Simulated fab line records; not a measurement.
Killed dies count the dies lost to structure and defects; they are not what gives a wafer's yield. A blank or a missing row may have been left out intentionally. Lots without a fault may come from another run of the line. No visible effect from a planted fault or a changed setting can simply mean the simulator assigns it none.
Which tool did it?    flow n5Finfet    Sampling: 9 lots, 27 wafers, 6 of 1938 route steps

## WHAT THE GAUGES SHOWED, per wafer
N5_FIN_SAQP_OCD_MEAS_76. Usual: trenchDepthNm 119.6 nm, standard deviation 1.3.
lot   measured     on      trenchDepthNm (nm)  flag
L644  day 2 02:14  ocd-01  119.8 119.3 118.7   
L645  day 2 08:01  ocd-02  119.0 120.6 119.3   
L648  day 3 03:13  ocd-02  118.4 118.8 119.4   
L651  day 4 03:24  ocd-02  117.9 118.4 119.1   
L659  day 5 19:44  ocd-02  103.7 105.5 103.5   OFF
L660  day 6 04:18  ocd-01  105.4 104.4 104.0   OFF
L663  day 6 22:44  ocd-02  119.6 119.9 120.0   
L665  day 7 08:25  ocd-02  119.7 121.3 120.6   
L666  day 7 15:20  ocd-01  119.0 119.7 122.4   

N5_BEOL_M4_RC_MEAS_101. Usual: DIBL_N 36.6 mV/V, standard deviation 1.1; DIBL_P 36.7 mV/V, standard deviation 1.5; IOFF_N 0.155 nA/um, standard deviation 0.019; IOFF_P 0.208 nA/um, standard deviation 0.025; ION_N 673 uA/um, standard deviation 8.5; ION_P 462 uA/um, standard deviation 5.9; SS_N 71.6 mV/dec, standard deviation 0.58; SS_P 73.5 mV/dec, standard deviation 0.51; VT_N 250.7 mV, standard deviation 2.4; VT_P -251 mV, standard deviation 3.
lot   measured      on         DIBL_N (mV/V)   DIBL_P (mV/V)   IOFF_N (nA/um)     IOFF_P (nA/um)     ION_N (uA/um)  ION_P (uA/um)  SS_N (mV/dec)   SS_P (mV/dec)   VT_N (mV)          VT_P (mV)       flag
L644  day 10 17:33  prober-02  36.8 37.3 36.5  35.9 36.5 35.9  0.146 0.154 0.142  0.228 0.235 0.226  660 669 662    468 467 464    71.4 71.2 71.4  73.2 73.5 74.0  254.4 251.4 251.8  -246 -244 -246  
L645  day 9 16:01   prober-01  37.5 35.9 38.6  39.1 37.5 39.9  0.192 0.160 0.207  0.226 0.197 0.241  680 668 680    463 456 462    71.9 72.6 72.0  73.8 73.5 74.5  248.0 251.8 244.1  -252 -254 -252  
L648  day 11 12:46  prober-01  37.5 34.9 37.0  37.8 34.6 36.5  0.163 0.125 0.152  0.208 0.157 0.190  669 662 674    462 453 462    71.1 70.4 70.5  73.7 73.3 73.4  251.8 253.7 250.9  -253 -252 -251  
L651  day 12 12:07  prober-01  38.0 36.2 38.2  37.6 37.0 38.8  0.171 0.148 0.170  0.246 0.239 0.265  662 671 665    462 469 467    71.5 71.7 71.8  73.6 73.6 73.6  251.7 249.9 247.1  -245 -246 -246  
L659  day 14 03:55  prober-01  35.8 34.9 35.9  37.0 36.9 37.7  0.170 0.156 0.177  0.212 0.207 0.231  673 677 680    460 461 466    72.1 71.1 71.7  73.9 73.4 74.0  247.9 249.2 248.5  -249 -251 -248  
L660  day 14 10:11  prober-02  38.4 37.0 36.2  38.2 36.9 36.3  0.163 0.141 0.135  0.200 0.182 0.180  674 671 676    458 463 460    72.1 72.5 71.4  73.7 72.9 72.7  250.2 254.1 250.6  -251 -253 -253  
L663  day 14 08:22  prober-01  37.6 35.8 37.0  37.0 35.7 36.6  0.159 0.132 0.149  0.202 0.175 0.185  665 674 665    456 458 455    71.7 71.4 71.3  73.6 73.3 73.8  250.7 252.7 250.0  -251 -255 -254  
L665  day 16 02:40  prober-01  36.5 37.8 35.7  36.6 37.9 35.1  0.150 0.170 0.131  0.218 0.245 0.200  675 677 675    464 469 471    71.7 71.5 71.2  73.4 74.2 73.5  251.7 252.2 253.5  -249 -247 -248  
L666  day 16 12:02  prober-02  36.7 36.7 36.0  37.5 37.0 36.0  0.168 0.166 0.152  0.178 0.170 0.169  679 671 658    450 443 443    72.5 71.5 71.6  73.2 72.9 73.0  250.9 251.7 250.1  -256 -255 -256  

## EACH LOT AND THE TOOL THAT RAN IT (in order: tool; ch and the chambers of the sampled wafers; start)
lot   N5_FIN_SAQP_RECESS_63             N5_FIN_SAQP_HM_CD_35   N5_FIN_SAQP_ETCH_64             N5_FIN_SAQP_FIN_ETCH_36
L644  vaporEtch-02 ch 0,1, day 2 00:11  cdSem-02, day 2 01:55  rieSi-06 ch 1,2, day 2 01:58    rieSi-06 ch 1,2, day 2 01:59
L645  vaporEtch-01 ch 0,1, day 2 06:07  cdSem-03, day 2 07:42  rieSi-06 ch 2,3, day 2 07:44    rieSi-06 ch 2,3, day 2 07:46
L648  vaporEtch-01 ch 0,1, day 3 01:23  cdSem-01, day 3 02:56  rieSi-04 ch 0,3, day 3 02:58    rieSi-04 ch 0,3, day 3 02:59
L651  vaporEtch-02 ch 0,1, day 4 00:51  cdSem-01, day 4 03:07  rieSi-04 ch 2,3, day 4 03:10    rieSi-04 ch 2,3, day 4 03:11
L659  vaporEtch-02 ch 0,1, day 5 17:53  cdSem-03, day 5 19:26  rieSi-04 ch 1,3, day 5 19:29    rieSi-04 ch 1,3, day 5 19:30
L660  vaporEtch-01 ch 0,1, day 6 01:26  cdSem-01, day 6 04:01  rieSi-04 ch 0,3, day 6 04:04    rieSi-04 ch 0,3, day 6 04:05
L663  vaporEtch-01 ch 0,1, day 6 20:55  cdSem-02, day 6 22:27  rieSi-05 ch 0,1,2, day 6 22:30  rieSi-05 ch 0,1,2, day 6 22:31
L665  vaporEtch-01 ch 0,1, day 7 06:31  cdSem-02, day 7 08:07  rieSi-06 ch 0,1,2, day 7 08:10  rieSi-06 ch 0,1,2, day 7 08:11
L666  vaporEtch-02 ch 0,1, day 7 13:26  cdSem-02, day 7 15:02  rieSi-05 ch 0,1,3, day 7 15:05  rieSi-05 ch 0,1,3, day 7 15:07
- N5_FIN_SAQP_RECESS_63: chemistry HF/NH3, target SiO2, target depth 18 nm, afs cycles 3, sublimation time 60 s.
- N5_FIN_SAQP_HM_CD_35: target cd 8 nm.
- N5_FIN_SAQP_ETCH_64: etches SiO2 in CF4, target depth 1.5 nm.
- N5_FIN_SAQP_FIN_ETCH_36: etches the open film in HBr/Cl2/O2, target depth 120 nm, time 50.4 s.

## AS READ BY THE TOOLS THEMSELVES (means over the sampled wafers that have a number; for cases with no such wafer, the mark the record gives instead)
N5_FIN_SAQP_RECESS_63. Usual: drypumpMotorCurrentA 5.9 A, standard deviation 0.59; forelinePTorr 0.1280 Torr, standard deviation 0.00038.
lot   tool          drypumpMotorCurrentA (A)  forelinePTorr (Torr)  flag
L644  vaporEtch-02  5.6                       0.1283                
L645  vaporEtch-01  6.2                       0.1278                
L648  vaporEtch-01  6.2                       0.1279                
L651  vaporEtch-02  5.6                       0.1279                
L659  vaporEtch-02  5.7                       0.1284                
L660  vaporEtch-01  6.2                       0.1279                
L663  vaporEtch-01  6.3                       0.1279                
L665  vaporEtch-01  6.2                       0.1283                
L666  vaporEtch-02  5.6                       0.1283                

N5_FIN_SAQP_HM_CD_35. Usual: cdNm 8.09 nm, standard deviation 0.2.
lot   tool      cdNm (nm)  flag
L644  cdSem-02  8.25       
L645  cdSem-03  8.22       
L648  cdSem-01  7.85       
L651  cdSem-01  8.15       
L659  cdSem-03  8.00       
L660  cdSem-01  8.03       
L663  cdSem-02  8.24       
L665  cdSem-02  8.07       
L666  cdSem-02  8.11       

N5_FIN_SAQP_ETCH_64. Usual: drypumpMotorCurrentA 5.7 A, standard deviation 0.42; oesProductAu 1.002 a.u., standard deviation 0.019; rfFwdPowerW 785 W, standard deviation 3.7; throttleValvePct 21.67 %, standard deviation 0.15.
lot   tool      drypumpMotorCurrentA (A)  oesProductAu (a.u.)  rfFwdPowerW (W)  throttleValvePct (%)  flag
L644  rieSi-06  5.7                       1.027                782              21.71                 
L645  rieSi-06  5.5                       1.005                787              21.63                 
L648  rieSi-04  5.7                       0.986                782              21.67                 
L651  rieSi-04  5.8                       0.990                785              21.53                 
L659  rieSi-04  5.6                       1.000                784              21.59                 
L660  rieSi-04  5.7                       0.979                782              21.69                 
L663  rieSi-05  5.7                       1.000                784              21.63                 
L665  rieSi-06  5.8                       1.012                783              21.76                 
L666  rieSi-05  5.9                       1.001                785              21.71                 

N5_FIN_SAQP_FIN_ETCH_36. Usual: drypumpMotorCurrentA 5.7 A, standard deviation 0.42; oes_o_777_au 1.01 a.u., standard deviation 0.036; oesProductAu 1.002 a.u., standard deviation 0.019; rfFwdPowerW 796.4 W, standard deviation 2.6; throttleValvePct 35.92 %, standard deviation 0.19.
lot   tool      drypumpMotorCurrentA (A)  oes_o_777_au (a.u.)  oesProductAu (a.u.)  rfFwdPowerW (W)  throttleValvePct (%)  flag
L644  rieSi-06  5.7                       1.04                 1.014                795.0            35.94                 
L645  rieSi-06  5.6                       1.01                 0.997                792.2            35.94                 
L648  rieSi-04  5.7                       0.95                 0.989                798.6            35.92                 
L651  rieSi-04  5.8                       0.97                 0.981                795.2            35.81                 
L659  rieSi-04  5.6                       0.54                 0.911                604.6            36.03                 OFF
L660  rieSi-04  5.7                       0.51                 0.901                604.2            36.05                 OFF
L663  rieSi-05  5.7                       1.01                 1.007                796.3            35.79                 
L665  rieSi-06  5.8                       1.02                 1.019                797.5            36.04                 
L666  rieSi-05  5.9                       1.01                 1.006                795.5            35.89                 

## THE ANSWER, worked out from the rows above alone
Rule: take the mean of a lot's wafers that have a number; if it is more than 3 standard deviations from the usual mean, the lot is off. A lot without any number at a reading at which 4 lots or more have one is off too. Any other lot the step has rows for is counted as sound. After the gauges, taken in route order, come the tools' own readings; for these a lot's mean is taken, as printed above. The first step at which some lot is off is used, and at that step the reading that is off furthest; a lot without a number counts as furthest.
Off: L659, L660 (N5_FIN_SAQP_OCD_MEAS_76, trenchDepthNm).
A tool fits if, at a process step before that reading, it ran every lot that is off, and no sound lot after the first of them. Not tried: the gauges at N5_FIN_SAQP_OCD_MEAS_76; whatever is off there is also off at N5_FIN_SAQP_FIN_ETCH_36, on other tools, and gauge error can't account for it. One candidate fits, namely rieSi-04 at N5_FIN_SAQP_ETCH_64 and N5_FIN_SAQP_FIN_ETCH_36. At N5_FIN_SAQP_ETCH_64 its last sound lot is L651 (day 4 03:10), its first lot that is off L659 (day 5 19:29): a fault that began between those two fits.

## WHAT THE SIMULATOR HAD INSERTED
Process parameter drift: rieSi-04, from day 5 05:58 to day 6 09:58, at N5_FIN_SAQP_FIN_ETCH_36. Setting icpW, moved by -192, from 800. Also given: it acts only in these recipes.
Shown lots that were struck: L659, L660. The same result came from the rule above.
